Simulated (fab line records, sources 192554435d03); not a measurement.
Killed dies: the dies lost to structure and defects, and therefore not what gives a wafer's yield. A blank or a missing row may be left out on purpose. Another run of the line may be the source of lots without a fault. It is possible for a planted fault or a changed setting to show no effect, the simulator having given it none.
Comparing a struck lot with a sound one -- flow n5 finfet -- 36 steps out of a route of 1938
Sound: wafers L607.2, L607.3, L607.6. Struck: wafer L597.6. (L597.2, L597.5 of the same lot were not struck and are left out.) The cause comes at the end.
At each step with rows: each side's tool, then ch and its chambers, then its first start. Under that, the readings that differ: sound wafers -- struck wafers -- difference of the means -- sigmas: that difference in standard deviations of wafers without a fault.
alike: readings with means less than 2 such deviations apart, plus words and numbers identical on both sides. not compared: withheld readings, readings lacking a value on some wafer, bounds such as >300 that could conceal the same value, and numbers that have no deviation in the record and whose values overlap.
A row with sigmas, a row that says differs or no value, or rows on one side alone: a step with any of these is where the two part. Numbers that don't overlap but have no deviation are shown without sigmas and don't part them. Lack of a reading on every wafer of one side parts them only where that side has two or more wafers.

first, 9 steps without rows for these wafers: N5_BEOL_M12_PRE_CLEAN_42 (time 30 s); N5_BEOL_M12_SPUTTER_43 (material TaN, target thk 15 nm, time 24.19 s); N5_BEOL_M12_SPUTTER_44 (material Ta, target thk 10 nm, time 16.13 s); N5_BEOL_M12_SPUTTER_45 (material Cu, target thk 80 nm, time 13.33 s); N5_BEOL_M12_ECD_47 (material Cu, target thk 720 nm); N5_BEOL_M12_ANNEAL_48 (time 90 s); N5_BEOL_M12_CMP_49 (polishes, stops on SiOC, t overpolish 20.6 s, target thk 320 nm); N5_BEOL_M12_PRE_CLEAN_52 (time 15 s); N5_BEOL_M12_DEP_53 (deposits SiCN from 3MS/NH3, target thk 30 nm, time 10.5 s).
N5_BEOL_M13_ILD_DEP_00: deposits SiOC from DEMS/O2, target thk 837.92 nm, time 166.4 s.
  sound on pecvd-01 ch 2, day 17 15:01; struck on pecvd-04 ch 0, day 14 15:56
reading,sound,struck,difference,sigmas
chamber pressure Torr (Torr),4.993 4.997 5.005,5.023,+0.025,+2
showerhead plenum p Torr (Torr),5.685 5.680 5.679,5.711,+0.030,+2
model.SiOC_of_BEOL_M13_ILD_DEP_00.thk nm (nm),840 843.8 841.2,685,-157,
  alike: heater power w, throttle valve pct
  not compared: since wet clean h
N5_BEOL_M13_THK_MEAS_01:
  sound: film metro-01 at day 17 15:14; struck: film metro-02 at day 14 16:05
reading,sound,struck,difference,sigmas
M13_ILD_THK (nm),840 844 841,686,-156,-16
then, 10 steps without rows for these wafers: N5_BEOL_M13_COAT_58 (time 60 s, resist thk 89 nm); N5_BEOL_M13_COAT_04 (resist thk 400 nm); N5_BEOL_M13_EBR_06; N5_BEOL_M13_SOFTBAKE_05 (time 60 s); N5_BEOL_M13_EXPOSE_07 (exposes mask V12); N5_BEOL_M13_PEB_08 (peb time 90 s); N5_BEOL_M13_DEVELOP_09 (develop time 45 s); N5_BEOL_M13_HARDBAKE_14 (time 120 s); N5_BEOL_M13_DESCUM_15 (chemistry O2, time 7.9 s); N5_BEOL_M13_ETCH_59 (etches BARC in N2/H2, target depth 89 nm, overetch 26.7 nm, time 67.9 s).
N5_BEOL_M13_VIA_ETCH_16: etches SiOC in C4F8/O2/Ar, target depth 921.7 nm.
  sound on rie diel-06 ch 1,2,3, day 17 16:08; struck on rie diel-01 ch 0, day 14 16:41
reading,sound,struck,difference,sigmas
throttle valve pct (%),23.91 24.13 23.82,24.59,+0.64,+3
model.etch.depth nm (nm),840.1 843.7 841.2,684.9,-156.8,
model.coat_of_BEOL_M13_COAT_04.thk nm (nm),68.6 69.2 70.4,113.2,+43.8,
  alike: chamber pressure mTorr, drypump motor current A, oes product au, rf vpp V, showerhead plenum p Torr
N5_BEOL_M13_STRIP_63: strips in N2/H2.
  sound on plasma asher-02 ch 0,1, day 17 16:22; struck on plasma asher-02 ch 0, day 14 16:55
reading,sound,struck,difference,sigmas
oes product au (a.u.),0.672 0.675 0.675,0.688,+0.014,+3
strip time to endpoint s (s),27.3 27.4 27.7,39.8,+12.3,+12
  alike: chamber pressure mTorr, drypump motor current A, heater power w
  not compared: rf hours counter h
then, 12 steps without rows for these wafers: N5_BEOL_M13_STRIP_64 (strips in N2/H2); N5_BEOL_M13_STRIP_71 (strips in post etch residue remover, time 60 s); N5_BEOL_M13_SRD_72 (time 30 s, dry time 30 s); N5_BEOL_M13_COAT_65 (time 60 s, resist thk 350 nm); N5_BEOL_M13_COAT_66 (time 60 s, resist thk 110 nm); N5_BEOL_M13_COAT_22 (resist thk 300 nm); N5_BEOL_M13_EBR_24; N5_BEOL_M13_SOFTBAKE_23 (time 60 s); N5_BEOL_M13_EXPOSE_25 (exposes mask M13, target cd 210 nm); N5_BEOL_M13_PEB_26 (peb time 90 s); N5_BEOL_M13_DEVELOP_27 (develop time 45 s); N5_BEOL_M13_HARDBAKE_32 (time 120 s).
N5_BEOL_M13_CMP_49: polishes, stops on SiOC, t overpolish 17.1 s, target thk 420 nm.
  sound on cmp-04 ch 1,2, day 17 20:23; struck on cmp-02 ch 2, day 14 22:28
reading,sound,struck,difference,sigmas
model.SiOC_of_BEOL_M13_ILD_DEP_00.thk nm (nm),780.2 784.8 782.6,626.8,-155.7,
  alike: motor current A, platen rpm

WHERE THEY PART
Earliest at N5_BEOL_M13_ILD_DEP_00; latest, in this record, at N5_BEOL_M13_STRIP_63. Later steps at which nothing parts them and some readings are alike: N5_BEOL_M13_CMP_49.

WHY: what had been put in by the simulator
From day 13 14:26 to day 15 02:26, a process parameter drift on pecvd-04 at N5_BEOL_M13_ILD_DEP_00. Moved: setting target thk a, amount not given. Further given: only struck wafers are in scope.
